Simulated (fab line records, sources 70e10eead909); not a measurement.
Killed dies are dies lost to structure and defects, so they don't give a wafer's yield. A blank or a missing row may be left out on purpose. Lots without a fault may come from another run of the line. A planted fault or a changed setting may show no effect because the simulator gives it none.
A struck lot beside a sound one | flow nand_harc | 15 steps out of a route of 1159
Sound: wafers L226.1, L226.2, L226.4. Struck: wafers L236.2, L236.4, L236.6. The cause comes at the end.
At each step with rows: each side's tool, then ch and its chambers, then its first start. Under that, the readings that differ: sound wafers | struck wafers | difference of the means | sigmas: that difference in standard deviations of wafers without a fault.
alike: readings whose means differ by less than 2 such deviations, and words and numbers that are the same on both sides. not compared: withheld readings, readings that some wafer has no value for, bounds like >300 that may hide the same value, and numbers for which the record gives no deviation and whose values overlap.
The two part at a step that has a row with sigmas, a row that says differs or no value, or rows on one side only. Numbers that don't overlap but have no deviation are shown without sigmas and don't part them. A reading that every wafer of one side lacks parts them only if that side has two wafers or more.

first, 1 step without rows for these wafers: NHARC_A_ONON_D1_DEP_06 (target thk 1000 nm).
NHARC_A_ONON_D1_THK_MEAS_08: measures by ellipsometry.
  sound on film_metro-01, day 8 14:23; struck on film_metro-01, day 10 17:08
  alike: thk_nm
then, 1 step without rows for these wafers: NHARC_A_ONON_D1_DEP_09 (target thk 1000 nm).
NHARC_A_ONON_D1_THK_MEAS_11: measures by ellipsometry.
  sound on film_metro-01, day 8 14:58; struck on film_metro-01, day 10 17:41
  alike: thk_nm
then, 1 step without rows for these wafers: NHARC_A_ONON_D1_DEP_12 (target thk 1000 nm).
NHARC_A_ONON_D1_THK_MEAS_14: measures by ellipsometry.
  sound on film_metro-02, day 8 15:32; struck on film_metro-02, day 10 18:16
  alike: thk_nm
then, 2 steps without rows for these wafers: NHARC_A_ONON_D1_ANNEAL_15 (time 3600 s); NHARC_A_ONON_D1_DEP_16 (target thk 1000 nm).
NHARC_A_ONON_D1_THK_MEAS_18: measures by ellipsometry.
  sound on film_metro-01, day 9 00:55; struck on film_metro-01, day 11 02:07
  reading     | sound          | struck      | difference | sigmas
  thk_nm (nm) | 1011 1014 1013 | 989 989 987 | -24        | -2
then, 1 step without rows for these wafers: NHARC_A_ONON_D1_DEP_19 (target thk 1000 nm).
NHARC_A_ONON_D1_THK_MEAS_21: measures by ellipsometry.
  sound on film_metro-01, day 9 01:29; struck on film_metro-02, day 11 02:41
  alike: thk_nm
NHARC_A_ONON_D1_DEP_22: target thk 1000 nm.
  sound on pecvd_onon-04 ch 0, day 9 01:32; struck on pecvd_onon-01 ch 0, day 11 02:47
NHARC_A_ONON_D1_THK_MEAS_24: measures by ellipsometry.
  sound on film_metro-01, day 9 02:02; struck on film_metro-02, day 11 03:15
  reading     | sound       | struck         | difference | sigmas
  thk_nm (nm) | 995 996 994 | 1505 1505 1505 | +510       | +65
then, 1 step without rows for these wafers: NHARC_A_ONON_D1_DEP_25 (target thk 1000 nm).
-- the record jumps here: 14 days lie between the struck wafers' starts before and after (it left off in module A_ONON_D1 and takes up again in module END, whose first step shown is number 1159 of the route) --
NHARC_END_SORT_01:
  the record has rows for the struck wafers here (prober-01 ch 0, day 25 03:55) and none for the sound ones

WHERE THEY PART
First at NHARC_A_ONON_D1_THK_MEAS_18; last, within this record, at NHARC_END_SORT_01.

WHY: what the simulator had put in
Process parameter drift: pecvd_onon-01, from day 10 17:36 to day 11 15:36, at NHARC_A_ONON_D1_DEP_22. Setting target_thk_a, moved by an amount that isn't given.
